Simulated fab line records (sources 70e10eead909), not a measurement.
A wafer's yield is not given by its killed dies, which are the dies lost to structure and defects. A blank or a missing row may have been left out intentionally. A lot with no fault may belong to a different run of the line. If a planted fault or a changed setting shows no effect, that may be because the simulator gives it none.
Matching of chambers	flow nand-harc	3 sister chambers for NHARC_P_M0_DEP_32 on pecvd-02
The step deposits SiCN, target thk 30 nm. 3 wafers are shown with their chamber, then 11 later ones without.

## WAFERS WITH THEIR CHAMBER
wafer	chamber	heater-power-w (W)
L091.4	2	674
L091.6	1	557
L093.3	0	497

## WAFERS WHOSE CHAMBER IS MISSING
wafer	heater-power-w (W)
L093.4	672
L093.6	640
L094.1	773
L094.2	477
L094.3	675
L094.4	557
L094.5	782
L094.6	485
L096.1	484
L096.2	595
L096.5	485

## WHICH CHAMBER EACH WENT THROUGH
wafer	from the rows above	in truth
L093.4	2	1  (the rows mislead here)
L093.6	can't be placed: 2 or 1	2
L094.1	2	2
L094.2	can't be placed: 0 or 1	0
L094.3	2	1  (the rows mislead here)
L094.4	can't be placed: 1 or 0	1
L094.5	2	2
L094.6	can't be placed: 0 or 1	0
L096.1	can't be placed: 0 or 1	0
L096.2	can't be placed: 1 or 2 or 0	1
L096.5	can't be placed: 0 or 1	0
Placed correctly: 2 of 11. Unplaceable from these rows: 7, with the true chamber sitting among the candidates in 7. Number placed wrongly: 2.
How it was worked out, from the rows above alone: a wafer's distance from a chamber is the root of the sum, over the readings, of the square of ((its reading less the chamber's mean) divided by the reading's scatter). If the next closest chamber is less than 2 further off than the closest, the wafer can't be placed; otherwise it belongs to the closest. The mean given for a chamber averages the wafers shown for that chamber. The scatter: root of mean squared gap, hidden wafer to nearest shown wafer, with one shown wafer a chamber.
